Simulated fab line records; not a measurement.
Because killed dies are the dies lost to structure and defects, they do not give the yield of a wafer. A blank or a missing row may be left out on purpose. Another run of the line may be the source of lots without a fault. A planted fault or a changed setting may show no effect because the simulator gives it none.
fab line records + flow n5_finfet
record
- lots=5
- wafers=15
- last_day=17
route steps=1938 shown BEOL_M12@1647 BEOL_M13@1659 PASSIVATION@1936
lots untouched by any fault: they come from a run of this same line in which no faults occurred
start_h: hours from the record's first day to the start of the lot's first wafer shown + wait_h: hours elapsed since this lot's preceding step + " the same as in the row above + L1.1+2: a row that stands for several wafers + - no value, or no start was given + * or withheld: withheld + < > ~ a bound
route shown NAME@n: names a module that has steps shown in the file, with the first one's number in the route + usual: the fault-free wafers' mean and standard deviation + same: alike in all rows + chamber/n: place in a boat + sites: readings site by site + _std_site: the standard deviation of these + _edge_site: outer sites' mean less inner sites' + radius_mm: for every site, how far away it sits from the centre of the wafer + mask NAME#n: copy n + behind: the most recent tool/chamber to have shaped the wafer + hold: why the lot was held/for how many hours/how that ended + device: the transistor (n, p or np) that didn't switch + end of line: the route-end tests of the same wafers + where a step has no rows: the recipe by itself + killed: dies that structure and defects cost at the first sort, which is not the same as the wafer's yield + map: shows each die of a wafer: x if killed, . if not, _ if none is there
set.NAME: the setting that was run; set.NAME@STEP: the one run at that earlier step + model.NAME: the simulator's own value behind a step, which no gauge read
lots seen at some steps along the route; tables by step, rows by wafer
services: a tool's chamber out of use, with start hour (start_h, from the record's first day; less than 0 if before it), hours out, and reason
## steps
# step N5_BEOL_M12_PRE_CLEAN_42
# recipe
- gas=H2/He
- time_s=30
- temp_c=250
# usual
- heater_power_w=347/32
| lot.wafer | tool           | chamber | start_h | wait_h | heater_power_w |
|-----------|----------------|---------|---------|--------|----------------|
| L500.1    | pvd_sputter-01 | -       | 246.85  | 0.0    | 285            |
| L500.3    | "              | -       | "       | "      | 335            |
| L500.6    | "              | -       | "       | "      | 346            |
| L509.2    | pvd_sputter-02 | -       | 287.23  | 0.0    | 368            |
| L509.4    | "              | -       | "       | "      | 384            |
| L509.5    | "              | -       | "       | "      | 380            |
| L511.1    | pvd_sputter-02 | -       | 308.78  | 0.0    | 344            |
| L511.2    | "              | -       | "       | "      | 374            |
| L511.3    | "              | -       | "       | "      | 370            |
| L517.2    | pvd_sputter-03 | -       | 334.34  | 0.0    | 338            |
| L517.4    | "              | -       | "       | "      | 376            |
| L517.6    | "              | -       | "       | "      | 310            |
| L523.1    | pvd_sputter-01 | -       | 371.43  | 0.0    | 282            |
| L523.4    | "              | -       | "       | "      | 336            |
| L523.5    | "              | -       | "       | "      | 336            |
# step N5_BEOL_M12_SPUTTER_43
# recipe
- material=TaN
- target_thk_a=150
- temp_c=50
- bias_v=168.6
- power_w=15000
- chamber_pressure_pa=0.12
- time_s=24.19
# usual
- throttle_valve_pct=29.9/1.4
| lot.wafer | tool           | chamber | start_h | wait_h | throttle_valve_pct |
|-----------|----------------|---------|---------|--------|--------------------|
| L500.1    | pvd_sputter-01 | -       | 246.89  | 0.0    | 28.4               |
| L500.3    | "              | -       | "       | "      | 30.9               |
| L500.6    | "              | -       | "       | "      | 29.7               |
| L509.2    | pvd_sputter-02 | -       | 287.27  | 0.0    | 31.5               |
| L509.4    | "              | -       | "       | "      | 30.5               |
| L509.5    | "              | -       | "       | "      | 30.2               |
| L511.1    | pvd_sputter-02 | -       | 308.82  | 0.0    | 31.9               |
| L511.2    | "              | -       | "       | "      | 30.1               |
| L511.3    | "              | -       | "       | "      | 27.5               |
| L517.2    | pvd_sputter-03 | -       | 334.38  | 0.0    | 31.8               |
| L517.4    | "              | -       | "       | "      | 29.7               |
| L517.6    | "              | -       | "       | "      | 29.0               |
| L523.1    | pvd_sputter-01 | -       | 371.47  | 0.0    | 28.4               |
| L523.4    | "              | -       | "       | "      | 30.9               |
| L523.5    | "              | -       | "       | "      | 30.0               |
# step N5_BEOL_M12_SPUTTER_44
# recipe
- material=Ta
- target_thk_a=100
- temp_c=50
- bias_v=80
- power_w=15000
- chamber_pressure_pa=0.07
- time_s=16.13
# step N5_BEOL_M12_SPUTTER_45
# recipe
- material=Cu
- target_thk_a=800
- temp_c=-20
- bias_v=60
- power_w=26000
- chamber_pressure_pa=0.13
- time_s=13.33
# step N5_BEOL_M12_ECD_47
# recipe
- material=Cu
- target_thk_a=7200
# step N5_BEOL_M12_ANNEAL_48
# recipe
- temp_c=225
- time_s=90
- ambient=N2
# usual
- wafer_temp_C_max=225.70/0.26
| lot.wafer | tool          | chamber | start_h | wait_h | wafer_temp_C_max |
|-----------|---------------|---------|---------|--------|------------------|
| L500.1    | rtp_anneal-01 | 0       | 247.31  | 0.1    | 225.52           |
| L500.3    | "             | 0       | "       | "      | 225.54           |
| L500.6    | "             | 0       | "       | "      | 225.51           |
| L509.2    | rtp_anneal-02 | 0       | 287.74  | 0.1    | 226.20           |
| L509.4    | "             | 0       | "       | "      | 226.17           |
| L509.5    | "             | 0       | "       | "      | 226.20           |
| L511.1    | rtp_anneal-01 | 0       | 309.24  | 0.1    | 225.65           |
| L511.2    | "             | 0       | "       | "      | 225.38           |
| L511.3    | "             | 0       | "       | "      | 225.77           |
| L517.2    | rtp_anneal-01 | 0       | 334.84  | 0.1    | 225.76           |
| L517.4    | "             | 0       | "       | "      | 225.43           |
| L517.6    | "             | 0       | "       | "      | 225.39           |
| L523.1    | rtp_anneal-02 | 0       | 371.89  | 0.1    | 226.14           |
| L523.4    | "             | 0       | "       | "      | 226.10           |
| L523.5    | "             | 0       | "       | "      | 225.93           |
# step N5_BEOL_M12_CMP_49
# recipe
- stop_on=SiOC
- t_overpolish_s=20.6
- down_force_psi=1
- platen_rpm=50
- clearing_platen_down_force_psi=1.5
- clearing_platen_rpm=50
- post_cmp_clean=cu_alkaline
- target_thk_nm=320
- clearing_platen_pad_velocity_m_s=0.99484
- pad_velocity_m_s=0.99484
# step N5_BEOL_M12_THK_MEAS_50
# recipe
- thk_meas_gauge=xrf
- reads=Cu_of_BEOL_M12_ECD_47
# usual
- M12_THK=323/5.2
| lot.wafer | tool          | chamber | start_h | wait_h | M12_THK[nm] |
|-----------|---------------|---------|---------|--------|-------------|
| L500.1    | film_metro-02 | -       | 247.90  | -      | 328         |
| L500.3    | "             | -       | "       | "      | 327         |
| L500.6    | "             | -       | "       | "      | 323         |
| L509.2    | film_metro-02 | -       | 288.28  | -      | 317         |
| L509.4    | "             | -       | "       | "      | 322         |
| L509.5    | "             | -       | "       | "      | 317         |
| L511.1    | film_metro-02 | -       | 309.85  | -      | 320         |
| L511.2    | "             | -       | "       | "      | 324         |
| L511.3    | "             | -       | "       | "      | 318         |
| L517.2    | film_metro-01 | -       | 335.39  | -      | 327         |
| L517.4    | "             | -       | "       | "      | 317         |
| L517.6    | "             | -       | "       | "      | 313         |
| L523.1    | film_metro-01 | -       | 372.48  | -      | 323         |
| L523.4    | "             | -       | "       | "      | 324         |
| L523.5    | "             | -       | "       | "      | 321         |
# step N5_BEOL_M12_PRE_CLEAN_52
# recipe
- gas=NH3
- time_s=15
- temp_c=withheld
- rf_power_w=300
# step N5_BEOL_M12_DEP_53
# recipe
- material=SiCN
- target_thk_a=300
- temp_c=withheld
- precursor=3MS/NH3
- pressure_torr=3
- rf_w=675
- time_s=10.5
# usual
- showerhead_plenum_p_Torr=4.146/0.027
- throttle_valve_pct=18.3/0.88
| lot.wafer | tool     | chamber | start_h | wait_h | showerhead_plenum_p_Torr | throttle_valve_pct |
|-----------|----------|---------|---------|--------|--------------------------|--------------------|
| L500.1    | pecvd-02 | 0       | 247.96  | 0.0    | 4.165                    | 19.3               |
| L500.3    | "        | 1       | "       | "      | 4.145                    | 18.0               |
| L500.6    | "        | 0       | "       | "      | 4.179                    | 19.7               |
| L509.2    | pecvd-04 | 0       | 288.35  | 0.0    | 4.175                    | 17.9               |
| L509.4    | "        | 1       | "       | "      | 4.186                    | 18.4               |
| L509.5    | "        | 2       | "       | "      | 4.126                    | 17.5               |
| L511.1    | pecvd-01 | 2       | 309.91  | 0.0    | 4.143                    | 17.9               |
| L511.2    | "        | 0       | "       | "      | 4.145                    | 17.8               |
| L511.3    | "        | 1       | "       | "      | 4.094                    | 20.1               |
| L517.2    | pecvd-02 | 2       | 335.45  | 0.0    | 4.155                    | 17.5               |
| L517.4    | "        | 2       | "       | "      | 4.163                    | 17.9               |
| L517.6    | "        | 0       | "       | "      | 4.168                    | 19.6               |
| L523.1    | pecvd-01 | 0       | 372.54  | 0.0    | 4.140                    | 17.9               |
| L523.4    | "        | 1       | "       | "      | 4.107                    | 19.7               |
| L523.5    | "        | 2       | "       | "      | 4.129                    | 18.1               |
# step N5_BEOL_M12_RS_MEAS_54
# recipe
- thk_meas_gauge=four-point-probe
- reads=Cu_of_BEOL_M12_ECD_47+Ta_of_BEOL_M12_SPUTTER_44+TaN_of_BEOL_M12_SPUTTER_43
# usual
- M12_RS=0.0594/0.00089
| lot.wafer | tool          | chamber | start_h | wait_h | M12_RS[ohm/sq] |
|-----------|---------------|---------|---------|--------|----------------|
| L500.1    | film_metro-02 | -       | 248.03  | 0.0    | 0.0589         |
| L500.3    | "             | -       | "       | "      | 0.0584         |
| L500.6    | "             | -       | "       | "      | 0.0598         |
| L509.2    | film_metro-02 | -       | 288.41  | 0.0    | 0.0600         |
| L509.4    | "             | -       | "       | "      | 0.0589         |
| L509.5    | "             | -       | "       | "      | 0.0600         |
| L511.1    | film_metro-02 | -       | 309.97  | 0.0    | 0.0598         |
| L511.2    | "             | -       | "       | "      | 0.0591         |
| L511.3    | "             | -       | "       | "      | 0.0601         |
| L517.2    | film_metro-01 | -       | 335.52  | 0.0    | 0.0588         |
| L517.4    | "             | -       | "       | "      | 0.0605         |
| L517.6    | "             | -       | "       | "      | 0.0613         |
| L523.1    | film_metro-02 | -       | 372.61  | 0.0    | 0.0588         |
| L523.4    | "             | -       | "       | "      | 0.0584         |
| L523.5    | "             | -       | "       | "      | 0.0592         |
# step N5_BEOL_M12_INSPECT_55
# recipe
- inspect_instrument=darkfield
- mode=post_dep
# usual
- raw_defect_count=71/23
| lot.wafer | tool              | chamber | start_h | wait_h | raw_defect_count |
|-----------|-------------------|---------|---------|--------|------------------|
| L500.1    | defect_inspect-02 | -       | 248.05  | 0.0    | 94               |
| L500.3    | "                 | -       | "       | "      | 73               |
| L500.6    | "                 | -       | "       | "      | 86               |
| L509.2    | defect_inspect-01 | -       | 288.44  | 0.0    | 59               |
| L509.4    | "                 | -       | "       | "      | 53               |
| L509.5    | "                 | -       | "       | "      | 45               |
| L511.1    | defect_inspect-02 | -       | 310.00  | 0.0    | 70               |
| L511.2    | "                 | -       | "       | "      | 77               |
| L511.3    | "                 | -       | "       | "      | 81               |
| L517.2    | defect_inspect-01 | -       | 335.54  | 0.0    | 57               |
| L517.4    | "                 | -       | "       | "      | 67               |
| L517.6    | "                 | -       | "       | "      | 88               |
| L523.1    | defect_inspect-02 | -       | 372.63  | 0.0    | 105              |
| L523.4    | "                 | -       | "       | "      | 62               |
| L523.5    | "                 | -       | "       | "      | 115              |
# step N5_BEOL_M13_ILD_DEP_00
# recipe
- material=SiOC
- target_thk_a=8379.2
- temp_c=350
- precursor=DEMS/O2
- pressure_torr=5
- rf_w=500
- time_s=166.4
# usual
- heater_power_w=497/58
- showerhead_plenum_p_Torr=5.690/0.017
- throttle_valve_pct=11.8/0.56
| lot.wafer | tool     | chamber | start_h | wait_h | heater_power_w | showerhead_plenum_p_Torr | throttle_valve_pct |
|-----------|----------|---------|---------|--------|----------------|--------------------------|--------------------|
| L500.1    | pecvd-01 | 2       | 248.09  | 0.0    | 434            | 5.675                    | 11.8               |
| L500.3    | "        | 1       | "       | "      | 397            | 5.654                    | 13.0               |
| L500.6    | "        | 2       | "       | "      | 466            | 5.672                    | 12.0               |
| L509.2    | pecvd-03 | 2       | 288.47  | 0.0    | 427            | 5.695                    | 11.2               |
| L509.4    | "        | 1       | "       | "      | 465            | 5.715                    | 11.9               |
| L509.5    | "        | 2       | "       | "      | 471            | 5.700                    | 11.1               |
| L511.1    | pecvd-03 | 1       | 310.03  | 0.0    | 493            | 5.692                    | 11.5               |
| L511.2    | "        | 2       | "       | "      | 525            | 5.705                    | 11.2               |
| L511.3    | "        | 0       | "       | "      | 495            | 5.688                    | 11.6               |
| L517.2    | pecvd-01 | 0       | 335.58  | 0.0    | 573            | 5.686                    | 11.8               |
| L517.4    | "        | 1       | "       | "      | 425            | 5.655                    | 13.5               |
| L517.6    | "        | 0       | "       | "      | 590            | 5.701                    | 11.5               |
| L523.1    | pecvd-03 | 0       | 372.67  | 0.0    | 475            | 5.699                    | 11.6               |
| L523.4    | "        | 2       | "       | "      | 489            | 5.691                    | 11.1               |
| L523.5    | "        | 1       | "       | "      | 546            | 5.704                    | 11.7               |
# step N5_BEOL_M13_THK_MEAS_01
# recipe
- reads=SiOC_of_BEOL_M13_ILD_DEP_00
# usual
- M13_ILD_THK=837/11
| lot.wafer | tool          | chamber | start_h | wait_h | M13_ILD_THK[nm] |
|-----------|---------------|---------|---------|--------|-----------------|
| L500.1    | film_metro-02 | -       | 248.30  | 0.2    | 828             |
| L500.3    | "             | -       | "       | "      | 834             |
| L500.6    | "             | -       | "       | "      | 836             |
| L509.2    | film_metro-01 | -       | 288.62  | 0.1    | 832             |
| L509.4    | "             | -       | "       | "      | 845             |
| L509.5    | "             | -       | "       | "      | 846             |
| L511.1    | film_metro-02 | -       | 310.18  | 0.1    | 834             |
| L511.2    | "             | -       | "       | "      | 821             |
| L511.3    | "             | -       | "       | "      | 829             |
| L517.2    | film_metro-01 | -       | 335.73  | 0.1    | 836             |
| L517.4    | "             | -       | "       | "      | 842             |
| L517.6    | "             | -       | "       | "      | 842             |
| L523.1    | film_metro-01 | -       | 372.82  | 0.1    | 819             |
| L523.4    | "             | -       | "       | "      | 827             |
| L523.5    | "             | -       | "       | "      | 849             |
# step N5_BEOL_M13_COAT_58
# recipe
- resist=BARC
- temp_c=205
- time_s=60
- spin_rpm=1500
- resist_thk_nm=89
# step N5_BEOL_M13_COAT_04
# recipe
- spin_rpm=1625
- resist_thk_nm=400
# step N5_BEOL_M13_EBR_06
# recipe
- solvent=PGMEA
- ebr_width_mm=1.5
# step N5_BEOL_M13_SOFTBAKE_05
# recipe
- temp_c=130
- time_s=60
# step N5_BEOL_M13_EXPOSE_07
# recipe
- mask_id=V12
- na=0.93
- source_shape=conventional
- sigma_outer=0.6
- polarization=unpolarized
- attpsm_phase_deg=180
- dose_mj=24.8
# step N5_BEOL_M13_PEB_08
# recipe
- peb_temp_c=130
- peb_time_s=90
# step N5_BEOL_M13_DEVELOP_09
# recipe
- develop_time_s=45
- rinse_liquid=diw
- dry=air_spin
- dev_temp_c=21
# step N5_BEOL_M13_HARDBAKE_14
# recipe
- temp_c=130
- time_s=120
# step N5_BEOL_M13_CD_MEAS_10
# recipe
- target_cd_nm=190
- landing_energy_ev=500
- detector=se_inlens
- polarity=opening
# usual
- cd_nm=190.6/1.5
| lot.wafer | tool      | chamber | start_h | wait_h | cd_nm |
|-----------|-----------|---------|---------|--------|-------|
| L500.1    | cd_sem-02 | 0       | 248.73  | -      | 191.0 |
| L500.3    | "         | 0       | "       | "      | 189.1 |
| L500.6    | "         | 0       | "       | "      | 190.2 |
| L509.2    | cd_sem-01 | 0       | 288.93  | -      | 190.3 |
| L509.4    | "         | 0       | "       | "      | 190.8 |
| L509.5    | "         | 0       | "       | "      | 190.7 |
| L511.1    | cd_sem-01 | 0       | 310.61  | -      | 190.7 |
| L511.2    | "         | 0       | "       | "      | 189.9 |
| L511.3    | "         | 0       | "       | "      | 190.4 |
| L517.2    | cd_sem-02 | 0       | 336.03  | -      | 190.2 |
| L517.4    | "         | 0       | "       | "      | 193.3 |
| L517.6    | "         | 0       | "       | "      | 189.2 |
| L523.1    | cd_sem-02 | 0       | 373.12  | -      | 189.3 |
| L523.4    | "         | 0       | "       | "      | 188.9 |
| L523.5    | "         | 0       | "       | "      | 190.2 |
# step N5_BEOL_M13_OVL_MEAS_11
# recipe
- points_per_wafer=44
# usual
- V12_OVL=-2/6.5
| lot.wafer | tool       | chamber | start_h | wait_h | V12_OVL[nm] |
|-----------|------------|---------|---------|--------|-------------|
| L500.1    | overlay-02 | 0       | 248.76  | 0.0    | 2           |
| L500.3    | "          | 0       | "       | "      | 3           |
| L500.6    | "          | 0       | "       | "      | -14         |
| L509.2    | overlay-01 | 0       | 288.96  | 0.0    | 7           |
| L509.4    | "          | 0       | "       | "      | 11          |
| L509.5    | "          | 0       | "       | "      | 2           |
| L511.1    | overlay-01 | 0       | 310.64  | 0.0    | -2          |
| L511.2    | "          | 0       | "       | "      | 1           |
| L511.3    | "          | 0       | "       | "      | -1          |
| L517.2    | overlay-02 | 0       | 336.06  | 0.0    | -1          |
| L517.4    | "          | 0       | "       | "      | -2          |
| L517.6    | "          | 0       | "       | "      | -6          |
| L523.1    | overlay-01 | 0       | 373.16  | 0.0    | -1          |
| L523.4    | "          | 0       | "       | "      | 6           |
| L523.5    | "          | 0       | "       | "      | -9          |
# step N5_BEOL_M13_INSPECT_12
# recipe
- mode=adi
- inspect_instrument=macro
# usual
- raw_defect_count=2.2/1.4
| lot.wafer | tool              | chamber | start_h | wait_h | raw_defect_count |
|-----------|-------------------|---------|---------|--------|------------------|
| L500.1    | defect_inspect-02 | -       | 248.78  | 0.0    | 2                |
| L500.3    | "                 | -       | "       | "      | 3                |
| L500.6    | "                 | -       | "       | "      | 5                |
| L509.2    | defect_inspect-01 | -       | 288.98  | 0.0    | 2                |
| L509.4    | "                 | -       | "       | "      | 6                |
| L509.5    | "                 | -       | "       | "      | 2                |
| L511.1    | defect_inspect-02 | -       | 310.67  | 0.0    | 1                |
| L511.2    | "                 | -       | "       | "      | 3                |
| L511.3    | "                 | -       | "       | "      | 0                |
| L517.2    | defect_inspect-02 | -       | 336.09  | 0.0    | >300             |
| L517.4    | "                 | -       | "       | "      | 3                |
| L517.6    | "                 | -       | "       | "      | >300             |
| L523.1    | defect_inspect-01 | -       | 373.18  | 0.0    | 2                |
| L523.4    | "                 | -       | "       | "      | 1                |
| L523.5    | "                 | -       | "       | "      | 0                |
# step N5_BEOL_M13_DESCUM_15
# recipe
- chemistry=O2
- time_s=7.9
- source_power_w=50
- bias_power_w=20
- pressure_mtorr=20
- rf_frequency_hz=2.712e+07
- temp_c=40
- o2_flow_sccm=225
# usual
- drypump_motor_current_A=5.8/0.35
- oes_product_au=0.77/0.051
- rf_vpp_V=243.5/1.5
- showerhead_plenum_p_Torr=2.12/0.088
- throttle_valve_pct=20.46/0.27
| lot.wafer | tool        | chamber | start_h | wait_h | drypump_motor_current_A | oes_product_au | rf_hours_counter_h | rf_vpp_V | showerhead_plenum_p_Torr | throttle_valve_pct |
|-----------|-------------|---------|---------|--------|-------------------------|----------------|--------------------|----------|--------------------------|--------------------|
| L500.1    | rie_diel-04 | 0       | 248.81  | 0.0    | 5.6                     | 0.88           | 33                 | 242.0    | 2.06                     | 20.20              |
| L500.3    | "           | 1       | "       | "      | 5.5                     | 0.69           | 229                | 243.4    | 2.05                     | 20.37              |
| L500.6    | "           | 3       | "       | "      | 6.0                     | 0.85           | -                  | 242.9    | 2.13                     | 20.52              |
| L509.2    | rie_diel-06 | 2       | 289.06  | 0.1    | 6.0                     | 0.79           | 116                | 246.4    | 2.21                     | 20.43              |
| L509.4    | "           | 3       | "       | "      | 5.6                     | 0.73           | 198                | 244.5    | 2.17                     | 20.42              |
| L509.5    | "           | 2       | "       | "      | 6.0                     | 0.79           | -                  | 244.0    | 2.21                     | 20.44              |
| L511.1    | rie_diel-02 | 3       | 310.70  | 0.0    | 5.8                     | 0.79           | 104                | 246.0    | 2.21                     | 20.06              |
| L511.2    | "           | 1       | "       | "      | 5.6                     | 0.83           | 88                 | 246.3    | 2.23                     | 20.36              |
| L511.3    | "           | 0       | "       | "      | 5.1                     | 0.72           | 199                | 244.3    | 2.19                     | 20.89              |
| L517.2    | rie_diel-06 | 0       | 336.22  | 0.1    | 5.6                     | 0.69           | 241                | 242.3    | 2.00                     | 20.77              |
| L517.4    | "           | 2       | "       | "      | 6.0                     | 0.78           | 130                | 243.8    | 2.21                     | 20.46              |
| L517.6    | "           | 3       | "       | "      | 5.6                     | 0.72           | -                  | 244.5    | 2.16                     | 20.43              |
| L523.1    | rie_diel-06 | 2       | 373.21  | 0.0    | 6.0                     | 0.76           | 142                | 243.8    | 2.20                     | 20.46              |
| L523.4    | "           | 3       | "       | "      | 5.5                     | 0.69           | -                  | 243.9    | 2.16                     | 20.47              |
| L523.5    | "           | 1       | "       | "      | 6.2                     | 0.78           | -                  | 241.6    | 2.02                     | 20.14              |
# step N5_PASSIVATION_PROBE_49
# usual
- defect_limited_yield=91.5/1.4
- killed_at_M0_to_M3=32/9.7
- killed_at_M4_up=14/5.3
- killed_at_contacts=11/6
- killed_at_front_end=39/14
- killed_at_other=3.3/2.7
- killed_dies=100/17
- killed_on_rim=14/4
- killed_open=66/13
- killed_short=32/7.4
- sort_bin_5_function=4.9/0.9
- sort_bin_6_memory=3.2/0.72
- sort_n_pass=1080/17
- sort_yield_pct=91.5/1.4
# same
- gross_dies=1180
- killed_at_back_side=0
- sort_bin_4_leakage[%]=0
- sort_bin_8_speed[%]=0
| lot.wafer | tool      | chamber | start_h | wait_h | defect_limited_yield[%] | killed_at_M0_to_M3 | killed_at_M4_up | killed_at_contacts | killed_at_front_end | killed_at_other | killed_dies | killed_on_rim | killed_open | killed_short | sort_bin_5_function[%] | sort_bin_6_memory[%] | sort_n_pass | sort_yield_pct[%] |
|-----------|-----------|---------|---------|--------|-------------------------|--------------------|-----------------|--------------------|---------------------|-----------------|-------------|---------------|-------------|--------------|------------------------|----------------------|-------------|-------------------|
| L509.2    | prober-02 | -       | 322.86  | 0.1    | 92.5                    | 34                 | 16              | 11                 | 28                  | 0               | 89          | 14            | 58          | 30           | 4.2                    | 3.2                  | 1091        | 92.5              |
| L509.5    | prober-02 | -       | 323.01  | 0.2    | 91.0                    | 24                 | 24              | 26                 | 32                  | 0               | 106         | 12            | 78          | 27           | 5.2                    | 3.6                  | 1074        | 91.0              |
| L511.1    | prober-01 | -       | 341.51  | 0.0    | 89.9                    | 36                 | 12              | 4                  | 63                  | 4               | 119         | 16            | 77          | 42           | 5.8                    | 3.6                  | 1061        | 89.9              |
| L511.2    | prober-01 | -       | 341.56  | 0.1    | 90.3                    | 40                 | 17              | 18                 | 38                  | 2               | 115         | 16            | 83          | 29           | 6.1                    | 3.4                  | 1065        | 90.3              |
| L511.3    | prober-01 | -       | 341.61  | 0.1    | 88.6                    | 59                 | 24              | 10                 | 41                  | 1               | 135         | 21            | 101         | 32           | 6.9                    | 4.1                  | 1045        | 88.6              |
| L517.2    | prober-01 | -       | 367.98  | 0.1    | 83.6                    | 27                 | 99              | 9                  | 55                  | 4               | 194         | 34            | 52          | 34           | 8.8                    | 3.4                  | 986         | 83.6              |
| L517.6    | prober-01 | -       | 368.18  | 0.3    | 82.4                    | 39                 | 104             | 5                  | 59                  | 1               | 208         | 34            | 54          | 51           | 9.8                    | 4.3                  | 972         | 82.4              |
# killed by level:class
L509.2 BEOL_M2:geometric_particle:open=9 BEOL_M3:geometric_particle:open=9 FIN_SAQP:geometric_particle:open=7 MOL_CONTACT_COAG:geometric_particle:open=7 FIN_SAQP:geometric_particle:short=6 BEOL_M4:geometric_particle:open=5 STI_FIN_REVEAL:geometric_particle:open=4 DUMMY_GATE:geometric_particle:open=4
L509.5 MOL_CONTACT_COAG:geometric_particle:open=16 BEOL_M4:geometric_particle:open=14 STI_FIN_REVEAL:geometric_particle:open=10 MOL_CONTACT_COAG:geometric_particle:short=10 BEOL_M3:geometric_particle:open=7 STARTING-WAFER:geometric_particle:open=7 BEOL_M2:geometric_particle:open=6 FIN_SAQP:geometric_particle:short=3
L511.1 FIN_SAQP:geometric_particle:short=19 FIN_SAQP:geometric_particle:open=17 BEOL_M2:geometric_particle:open=12 STI_FIN_REVEAL:geometric_particle:open=11 BEOL_M4:geometric_particle:open=8 BEOL_M0_SAQP:geometric_particle:short=4 BEOL_M0:geometric_particle:open=4 BEOL_M1:geometric_particle:open=4
L511.2 BEOL_M2:geometric_particle:open=15 MOL_CONTACT_COAG:geometric_particle:open=13 FIN_SAQP:geometric_particle:open=9 BEOL_M4:geometric_particle:open=9 STI_FIN_REVEAL:geometric_particle:open=8 BEOL_M0_SAQP:geometric_particle:open=6 BEOL_M1:geometric_particle:open=6 MOL_CONTACT_COAG:geometric_particle:short=5
L511.3 BEOL_M4:geometric_particle:open=17 FIN_SAQP:geometric_particle:open=16 BEOL_M2:geometric_particle:open=15 BEOL_M3:geometric_particle:open=15 FIN_SAQP:geometric_particle:short=11 BEOL_M0_SAQP:geometric_particle:open=11 MOL_CONTACT_COAG:geometric_particle:open=9 GATE_CUT:geometric_particle:short=5
L517.2 BEOL_M13:unspecified=96 FIN_SAQP:geometric_particle:short=12 FIN_SAQP:geometric_particle:open=8 MOL_CONTACT_COAG:geometric_particle:open=8 HKMG_FIN:area_etch=8 DUMMY_GATE:geometric_particle:open=7 BEOL_M0_SAQP:geometric_particle:short=7 BEOL_M0_SAQP:geometric_particle:open=7
L517.6 BEOL_M13:unspecified=95 FIN_SAQP:geometric_particle:short=19 BEOL_M0_SAQP:geometric_particle:open=16 STI_FIN_REVEAL:geometric_particle:open=12 BEOL_M0_SAQP:geometric_particle:short=10 FIN_SAQP:geometric_particle:open=6 HKMG_FIN:area_etch=6 STARTING-WAFER:geometric_particle:short=4
# map L517.6 (x killed, . not)
_________________.x..........________________
______________...x...x....x....._____________
___________.....................x..__________
__________..x...x..x.x.x............_________
________.............................x_______
_______.....x.........x....x...........______
______.................................._____
_____....x................x......x..x....____
____..x...x...............................___
___...x.....x.....................x........__
___.x...x................x...x.............__
__...............x.........................x_
__....x..x.............x..x.......x....x...._
_......x...................x.................
_........x........................x..........
_................xx................x.........
_..x..x.....................................x
_x..........x..x...................x......x..
_...x....x..x....x....................x......
_x.x......x..............x.................x.
_.....xx.x......x.....x...x..xxx.............
__...x...........x....x.............x......._
__..................x.....x.....x...x......._
___..x..x...........x...x.................x__
___...x..x.xx...x....xxxx...x.x....x.....x.__
____....x.............x..x.x..x..xxx.x....___
_____.x...............x.x.xxxxxx.x.x....x____
______..................xxxxxxxxxxx.x.x._____
_______......x.x.......x.xxxxxxxxx.xx..______
________......x...x...x.xxxxxxxxxxxxxx_______
__________........x..xxxxxxxxxxxxxxx_________
___________.......x...xxxxxxxxxxxxx__________
______________........xxxxxxxxxx_____________
_________________....xxxxxxxx________________
# map L500.1 (x killed, . not)
_________________......x.x..x________________
______________.........x........_____________
___________.............x..........__________
__________......x..................._________
________.....x...............x......x._______
_______......................x.x.......______
______.................................._____
_____.x...................x............x.____
____x....x........................x.......___
___....x..x...........x.x..........x.......__
___x...........x.............x.............__
__.........x..x...................x........._
__............................x.....x......._
_x..........x...x..x.............x........x..
_.....x............x.............x.x.........
_.............x.........x.................x..
_............x........x............x.........
_.....x.....x..........................x.....
_.............x.....x..................x.....
_...x.x...............x..............x.......
_.......................x.........x..x.......
__.....x...x..........x............x........_
__.x........x............xxx..x...x.....xx.._
___.........................x..............__
___.................x....................xx__
____.xx.........................x.....x...___
_____....x.x............x..x.............____
______.......x.......x.................._____
_______......................x.........______
________................x.........x..._______
__________.x......x................._________
___________......x...............x.__________
______________...x.............._____________
_________________x...........________________
## services
| tool           | chamber | start_h | hours | kind                          |
|----------------|---------|---------|-------|-------------------------------|
| pecvd-01       | 0       | 232.98  | 16.5  | scheduled_down                |
| rie_diel-02    | 3       | 240.22  | 32.8  | repair                        |
| pecvd-02       | -       | 245.16  | 1.7   | repair                        |
| rie_diel-04    | 1       | 279.44  | 3.4   | repair                        |
| pecvd-03       | -       | 291.16  | 6.0   | pm                            |
| rie_diel-04    | 2       | 293.66  | 8.2   | repair                        |
| pecvd-01       | 0       | 297.92  | 5.5   | scheduled_down                |
| pecvd-03       | 0       | 297.99  | 2.1   | scheduled_down                |
| pecvd-04       | -       | 298.18  | 0.4   | repair                        |
| pecvd-04       | -       | 310.59  | 0.5   | repair                        |
| rie_diel-06    | 1       | 311.17  | 5.3   | repair                        |
| pecvd-04       | -       | 318.37  | 0.7   | repair                        |
| pecvd-04       | -       | 330.29  | 1.7   | repair                        |
| rie_diel-02    | -       | 332.25  | 2.8   | pm                            |
| pecvd-02       | -       | 334.10  | 1.0   | repair                        |
| pvd_sputter-03 | -       | 355.18  | 4.5   | repair                        |
| pecvd-04       | -       | 355.62  | 1.7   | repair                        |
| rie_diel-04    | 0       | 360.69  | 4.7   | repair                        |
| rie_diel-04    | 2       | 360.94  | 2.5   | repair                        |
| rie_diel-06    | 0       | 367.05  | -     | clean                         |
| rie_diel-06    | 0       | 367.05  | -     | consumable_replace:focus_ring |
| rie_diel-06    | 0       | 367.05  | -     | consumable_replace:showerhead |
| rie_diel-06    | 0       | 367.05  | 23.0  | scheduled_down                |
| rie_diel-04    | 1       | 371.84  | 5.3   | repair                        |
## key
first_sign
- step=N5_BEOL_M13_INSPECT_12
- reading=raw_defect_count
- direction=up
- sigmas=99+
- usual=2.2
- struck=>300
effect
- step=N5_PASSIVATION_PROBE_49
- reading=killed_at_M4_up
- direction=up
- sigmas=16
- usual=14
- struck=102
more_kills_born_at
- N5_BEOL_M13_ILD_DEP_00@pecvd-01=191
met_at N5_BEOL_M13_ILD_DEP_00
struck_wafers L517.2,L517.6
fault
- kind=chamber_particle_source
- tool=pecvd-01
- chamber=0
- onset_h=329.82
- steps=N5_BEOL_M13_ILD_DEP_00
- rate_per_visit_cm2=1.5708
- end_h=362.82
